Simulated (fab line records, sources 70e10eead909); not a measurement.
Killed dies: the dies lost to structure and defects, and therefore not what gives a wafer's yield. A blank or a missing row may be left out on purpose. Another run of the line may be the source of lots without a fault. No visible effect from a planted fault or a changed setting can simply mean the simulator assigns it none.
A struck lot beside a sound one | flow nand_harc | 39 steps out of a route of 1302
Sound: the wafers L716.2, L716.3, L716.6. Wafers struck: L730.1, L730.4, L730.6. At the end, the cause is stated.
Order at every step that has rows: each side's tool, ch and its chambers, its first start. Under that, the readings that differ: sound wafers | struck wafers | difference of the means | sigmas: that difference in standard deviations of wafers without a fault.
alike: same words and numbers on both sides, and readings whose means sit less than 2 such deviations apart. not compared: any withheld reading, any reading some wafer has no value for, any bound like >300 that may hide the same value, and any number with overlapping values for which the record gives no deviation.
A row with sigmas, a row that says differs or no value, or rows on one side alone: a step with any of these is where the two part. Numbers that have no deviation but don't overlap get no sigmas and don't part them. A reading missing from all wafers of one side parts the sides only when that side holds two or more wafers.

NHARC_P_M1_OVL_MEAS_10: pitch 260 nm.
  struck on overlay-02, day 12 14:21; sound on overlay-02, day 6 05:27
  alike: overlay_x_nm, overlay_y_nm
NHARC_P_M1_INSPECT_11:
  struck on defect_inspect-01, day 12 14:23; sound on defect_inspect-01, day 6 05:29
  alike: raw_defect_count
NHARC_P_M1_DESCUM_14: chemistry O2, time 3 s.
  sound on rie_diel-06 ch 0,2,3, day 6 05:34; struck on rie_diel-08 ch 0,1, day 12 14:27
  alike: drypump_motor_current_A, oes_product_au, rf_vpp_V, showerhead_plenum_p_Torr, throttle_valve_pct
  not compared: rf_hours_counter_h
NHARC_P_M1_ETCH_35: etches the open film in N2/H2, target depth 40 nm, overetch 12 nm, time 43.94 s.
  sound on rie_diel-06 ch 0,2, day 6 05:38; struck on rie_diel-08 ch 1,3, day 12 14:32
  alike: drypump_motor_current_A, h2_flow_sccm, oes_product_au, rf_vpp_V, showerhead_plenum_p_Torr, throttle_valve_pct
  not compared: rf_hours_counter_h
NHARC_P_M1_ETCH_15: etches the open film in C4F8/Ar, target depth 182.5 nm, time 91.2 s.
  sound: rie_diel-06 ch 0,2; struck: rie_diel-08 ch 1,2,3
  alike: oes_product_au, rf_vpp_V
  not compared: rf_hours_counter_h
NHARC_P_M1_CD_MEAS_16:
  struck on cd_sem-02, day 12 14:45; sound on cd_sem-02, day 6 05:52
  alike: cd_nm
then, 5 steps without rows for these wafers: NHARC_P_M1_STRIP_18 (strips in N2/H2); NHARC_P_M1_ETCH_28 (etches the open film in CF4/N2, target depth 30 nm, time 72.99 s); NHARC_P_M1_STRIP_19 (strips in post etch residue remover, time 600 s); NHARC_P_M1_DEGAS_29 (time 60 s); NHARC_P_M1_PRE_CLEAN_30 (time 30 s).
NHARC_P_M1_PVD_20: deposits TaN, target thk 5 nm, time 8.06 s.
  sound on pvd_sputter-03; struck on pvd_sputter-03
  alike: substrate_temp_c, throttle_valve_pct
NHARC_P_M1_PVD_21: deposits Cu, target thk 30 nm, time 20.49 s.
  struck on pvd_sputter-03, day 12 15:42; sound on pvd_sputter-03, day 6 06:49
  alike: substrate_temp_c, throttle_valve_pct
then, 16 steps without rows for these wafers: NHARC_P_M1_ECD_22 (material Cu, target thk 400 nm); NHARC_P_M1_ANNEAL_31 (time 90 s); NHARC_P_M1_CMP_23 (polishes, t overpolish 20 s, target thk 157.82 nm); NHARC_P_M1_SRD_25; NHARC_P_M1_PRE_CLEAN_32 (time 12 s); NHARC_P_M1_DEP_33 (deposits SiCN, target thk 30 nm); NHARC_P_M2_DEP_00 (deposits SiOC, target thk 182.5 nm); NHARC_P_M2_DEHYDRATE_01 (time 120 s); NHARC_P_M2_HMDS_02 (time 30 s); NHARC_P_M2_COAT_34 (time 65 s); NHARC_P_M2_COAT_03 (resist thk 90 nm); NHARC_P_M2_SOFTBAKE_04 (time 55 s); NHARC_P_M2_EBR_05; NHARC_P_M2_EXPOSE_06 (exposes mask P M2, target cd 170 nm); NHARC_P_M2_PEB_07 (peb time 65 s); NHARC_P_M2_DEVELOP_08 (develop time 35 s).
NHARC_P_M2_CD_MEAS_09: the cd target is 170 nm.
  sound on cd_sem-01 ch 0, day 6 09:26; struck on cd_sem-01 ch 0, day 12 18:43
  alike: cd_nm
NHARC_P_M2_OVL_MEAS_10: pitch 340 nm.
  struck on overlay-02, day 12 18:47; sound on overlay-02, day 6 09:31
  alike: overlay_x_nm, overlay_y_nm
then, 2 steps without rows for these wafers: NHARC_P_M2_DESCUM_14 (chemistry O2, time 3 s); NHARC_P_M2_ETCH_35 (etches the open film in N2/H2, target depth 40 nm, overetch 12 nm, time 43.94 s).
NHARC_P_M2_ETCH_15: etches the open film in C4F8/Ar, target depth 182.5 nm, time 91.2 s.
  sound: rie_diel-02 ch 0,1,3; struck: rie_diel-13 ch 0,2
  alike: oes_product_au, rf_vpp_V
  not compared: rf_hours_counter_h
NHARC_P_M2_CD_MEAS_16:
  struck on cd_sem-03, day 12 19:14; sound on cd_sem-01, day 6 09:55
  alike: cd_nm
then, 3 steps without rows for these wafers: NHARC_P_M2_STRIP_18 (strips in N2/H2); NHARC_P_M2_ETCH_28 (etches the open film in CF4/N2, target depth 30 nm, time 72.99 s); NHARC_P_M2_STRIP_19 (strips in post etch residue remover, time 600 s).
-- the record jumps here: 19 days lie between the struck wafers' starts before and after (it left off in module P_M2 and takes up again in module END, whose first step shown is number 1302 of the route) --
NHARC_END_SORT_01:
  sound on prober-01 ch 0, day 24 14:27; struck on prober-01 ch 0, day 31 12:39
  reading                  | sound          | struck         | difference | sigmas
  defect_limited_yield (%) | 91.0 88.5 93.4 | 81.1 83.3 83.2 | -8.4       | -4
  killed_at_periphery      | 3 3 5          | 66 59 58       | +57        | +22
  killed_dies              | 61 78 45       | 128 113 114    | +57        | +4
  alike: killed_at_array, killed_at_other, killed_open, killed_short

== WHERE THEY PART ==
NHARC_END_SORT_01 only, going by this record.

WHY: what the simulator had put in
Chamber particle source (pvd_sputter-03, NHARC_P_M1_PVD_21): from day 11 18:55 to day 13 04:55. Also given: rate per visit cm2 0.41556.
